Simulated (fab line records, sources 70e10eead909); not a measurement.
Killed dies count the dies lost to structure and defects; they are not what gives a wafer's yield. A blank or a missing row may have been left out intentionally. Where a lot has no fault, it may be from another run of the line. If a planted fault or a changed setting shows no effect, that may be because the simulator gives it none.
Matching of chambers || flow nand harc || 4 sister chambers for NHARC_P_BONDPAD_STRIP_15 on rie diel-01
The step strips in O2. 14 wafers are shown with their chamber, then 7 later ones without.

WAFERS, EACH WITH ITS CHAMBER
{"wafer": "L074.1", "chamber": 1, "showerhead plenum p Torr (Torr)": 3.66, "drypump motor current A (A)": 5.7, "rf vpp V (V)": 57.9}
{"wafer": "L074.3", "chamber": 0, "showerhead plenum p Torr (Torr)": 3.70, "drypump motor current A (A)": 5.2, "rf vpp V (V)": 58.2}
{"wafer": "L074.6", "chamber": 3, "showerhead plenum p Torr (Torr)": 3.69, "drypump motor current A (A)": 5.7, "rf vpp V (V)": 57.3}
{"wafer": "L084.3", "chamber": 0, "showerhead plenum p Torr (Torr)": 3.68, "drypump motor current A (A)": 5.2, "rf vpp V (V)": 58.2}
{"wafer": "L084.4", "chamber": 2, "showerhead plenum p Torr (Torr)": 3.32, "drypump motor current A (A)": 6.3, "rf vpp V (V)": 56.6}
{"wafer": "L084.6", "chamber": 2, "showerhead plenum p Torr (Torr)": 3.32, "drypump motor current A (A)": 6.3, "rf vpp V (V)": 57.1}
{"wafer": "L085.1", "chamber": 0, "showerhead plenum p Torr (Torr)": 3.68, "drypump motor current A (A)": 5.2, "rf vpp V (V)": 58.6}
{"wafer": "L085.2", "chamber": 3, "showerhead plenum p Torr (Torr)": 3.67, "drypump motor current A (A)": 5.6, "rf vpp V (V)": 57.9}
{"wafer": "L085.4", "chamber": 1, "showerhead plenum p Torr (Torr)": 3.64, "drypump motor current A (A)": 5.7, "rf vpp V (V)": 57.6}
{"wafer": "L087.2", "chamber": 3, "showerhead plenum p Torr (Torr)": 3.67, "drypump motor current A (A)": 5.7, "rf vpp V (V)": 57.5}
{"wafer": "L087.3", "chamber": 1, "showerhead plenum p Torr (Torr)": 3.64, "drypump motor current A (A)": 5.8, "rf vpp V (V)": 57.7}
{"wafer": "L087.5", "chamber": 1, "showerhead plenum p Torr (Torr)": 3.64, "drypump motor current A (A)": 5.7, "rf vpp V (V)": 57.0}
{"wafer": "L086.1", "chamber": 0, "showerhead plenum p Torr (Torr)": 3.68, "drypump motor current A (A)": 5.2, "rf vpp V (V)": 58.0}
{"wafer": "L086.3", "chamber": 3, "showerhead plenum p Torr (Torr)": 3.67, "drypump motor current A (A)": 5.6, "rf vpp V (V)": 58.1}

SIGNATURES, as means of the wafers listed above
{"reading": "showerhead plenum p Torr", "chamber 0": 3.6850, "chamber 1": 3.6450, "chamber 2": 3.3200, "chamber 3": 3.6750, "scatter within a chamber": 0.00949}
{"reading": "drypump motor current A", "chamber 0": 5.200, "chamber 1": 5.725, "chamber 2": 6.300, "chamber 3": 5.650, "scatter within a chamber": 0.0418}
{"reading": "rf vpp V", "chamber 0": 58.250, "chamber 1": 57.550, "chamber 2": 56.850, "chamber 3": 57.700, "scatter within a chamber": 0.341}
Rule: a wafer's distance from a chamber is the root of the sum, over the readings, of the square of ((its reading less the chamber's mean) divided by the reading's scatter). If the next closest chamber is less than 2 further off than the closest, the wafer can't be placed; otherwise it belongs to the closest. The scatter is the square root of a quotient: the sum, over the shown wafers, of each reading's squared deviation from its chamber's mean, divided by wafers minus chambers.

WAFERS WITH NO CHAMBER GIVEN
{"wafer": "L086.6", "showerhead plenum p Torr (Torr)": 3.67, "drypump motor current A (A)": 5.6, "rf vpp V (V)": 58.2}
{"wafer": "L088.2", "showerhead plenum p Torr (Torr)": 3.64, "drypump motor current A (A)": 5.8, "rf vpp V (V)": 57.7}
{"wafer": "L088.4", "showerhead plenum p Torr (Torr)": 3.31, "drypump motor current A (A)": 6.2, "rf vpp V (V)": 56.6}
{"wafer": "L088.5", "showerhead plenum p Torr (Torr)": 3.31, "drypump motor current A (A)": 6.2, "rf vpp V (V)": 57.9}
{"wafer": "L096.2", "showerhead plenum p Torr (Torr)": 3.63, "drypump motor current A (A)": 5.7, "rf vpp V (V)": 58.8}
{"wafer": "L096.5", "showerhead plenum p Torr (Torr)": 3.67, "drypump motor current A (A)": 5.2, "rf vpp V (V)": 58.4}
{"wafer": "L096.6", "showerhead plenum p Torr (Torr)": 3.63, "drypump motor current A (A)": 5.7, "rf vpp V (V)": 58.8}

CHAMBER TAKEN BY EACH
{"wafer": "L086.6", "from the rows above": 3, "in truth": 3}
{"wafer": "L088.2", "from the rows above": 1, "in truth": 1}
{"wafer": "L088.4", "from the rows above": 2, "in truth": 2}
{"wafer": "L088.5", "from the rows above": 2, "in truth": 2}
{"wafer": "L096.2", "from the rows above": "can't be placed: 1 or 3", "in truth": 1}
{"wafer": "L096.5", "from the rows above": 0, "in truth": 0}
{"wafer": "L096.6", "from the rows above": "can't be placed: 1 or 3", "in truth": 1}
Correct placement for 5 of the 7. Cannot be placed on the basis of these rows: 2; the candidates contain the true chamber in 2. 0 placed wrongly.
